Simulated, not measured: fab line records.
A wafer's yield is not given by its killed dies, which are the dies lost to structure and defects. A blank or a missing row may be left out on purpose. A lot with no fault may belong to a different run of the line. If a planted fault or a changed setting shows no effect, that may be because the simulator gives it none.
What tool caused it? || flow nand harc || 6 lots with 18 wafers sampled at 4 steps, on a route of 1159 steps

## WHAT THE GAUGES READ, wafer by wafer
NHARC_P_GATE_INSPECT_68.
{"lot": "L520", "measured": "day 5 16:22", "on": "defect inspect-02", "raw defect count": "362 235 307"}
{"lot": "L523", "measured": "day 6 03:45", "on": "defect inspect-01", "raw defect count": "325 216 266"}
{"lot": "L535", "measured": "day 8 21:59", "on": "defect inspect-01", "raw defect count": "203 306 204"}
{"lot": "L533", "measured": "day 9 04:44", "on": "defect inspect-02", "raw defect count": "669 526 659"}
{"lot": "L538", "measured": "day 10 03:16", "on": "defect inspect-02", "raw defect count": "158 199 557"}
{"lot": "L541", "measured": "day 10 19:02", "on": "defect inspect-02", "raw defect count": "265 206 277"}

## WHICH TOOL RAN EACH LOT (tool, then ch and the chambers of the sampled wafers, then the start)
{"lot": "L520", "NHARC_P_GATE_DESCUM_61": "rie diel-03 ch 1,2, day 5 10:44", "NHARC_P_GATE_RTA_64": "rtp anneal-02 ch 0, day 5 15:08", "NHARC_P_GATE_PRE_CLEAN_110": "pvd sputter-02, day 5 15:27"}
{"lot": "L523", "NHARC_P_GATE_DESCUM_61": "rie diel-01 ch 0,1,3, day 5 23:10", "NHARC_P_GATE_RTA_64": "rtp anneal-02 ch 0, day 6 02:30", "NHARC_P_GATE_PRE_CLEAN_110": "pvd sputter-01, day 6 02:49"}
{"lot": "L535", "NHARC_P_GATE_DESCUM_61": "rie diel-13 ch 1,2,3, day 8 16:23", "NHARC_P_GATE_RTA_64": "rtp anneal-02 ch 0, day 8 20:45", "NHARC_P_GATE_PRE_CLEAN_110": "pvd sputter-02, day 8 21:05"}
{"lot": "L533", "NHARC_P_GATE_DESCUM_61": "rie diel-03 ch 0,1,3, day 8 23:55", "NHARC_P_GATE_RTA_64": "rtp anneal-02 ch 0, day 9 03:32", "NHARC_P_GATE_PRE_CLEAN_110": "pvd sputter-02, day 9 03:51"}
{"lot": "L538", "NHARC_P_GATE_DESCUM_61": "rie diel-03 ch 0,1, day 9 22:07", "NHARC_P_GATE_RTA_64": "rtp anneal-01 ch 0, day 10 01:56", "NHARC_P_GATE_PRE_CLEAN_110": "pvd sputter-03, day 10 02:12"}
{"lot": "L541", "NHARC_P_GATE_DESCUM_61": "rie diel-03 ch 0,2,3, day 10 14:14", "NHARC_P_GATE_RTA_64": "rtp anneal-02 ch 0, day 10 17:37", "NHARC_P_GATE_PRE_CLEAN_110": "pvd sputter-03, day 10 17:56"}
- NHARC_P_GATE_DESCUM_61: chemistry O2, time 3 s.
- NHARC_P_GATE_RTA_64: time 1 s.
- NHARC_P_GATE_PRE_CLEAN_110: time 30 s.

## THE ANSWER, worked out from the rows above alone
Rule: usual is defined by the lots themselves. Put in order of their means at a reading, lots are off if they are a third of the lots or fewer, leave a main group of 4 or more, and stand apart from it by a gap of 3 or more times the standard deviation of the main group's means; of several such gaps the widest counts. The tables above print the reading to a certain number of digits; a main group whose means all agree to those digits is not used. A lot without any number at a reading at which 4 lots or more have one is off too. Where the step has rows for the other lots, those lots are counted as sound.
Off at NHARC_P_GATE_INSPECT_68 (raw defect count): L533. The main group: mean 272, standard deviation 27.
If a tool, at a process step before that reading, ran all the lots that are off and no sound lot after the first of them, it fits. Gauges at NHARC_P_GATE_INSPECT_68: tried the same way as those tools. One fits: NHARC_P_GATE_PRE_CLEAN_110 on pvd sputter-02. A fault onset in the window from L535 (day 8 21:05, its last sound lot) to L533 (day 9 03:51, its first lot off) fits.

## WHAT WAS PUT IN BY THE SIMULATOR
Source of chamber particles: pvd sputter-02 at NHARC_P_GATE_PRE_CLEAN_110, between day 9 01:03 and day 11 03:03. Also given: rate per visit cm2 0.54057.
Shown lots that were struck: L533. The rule given above showed the same thing.
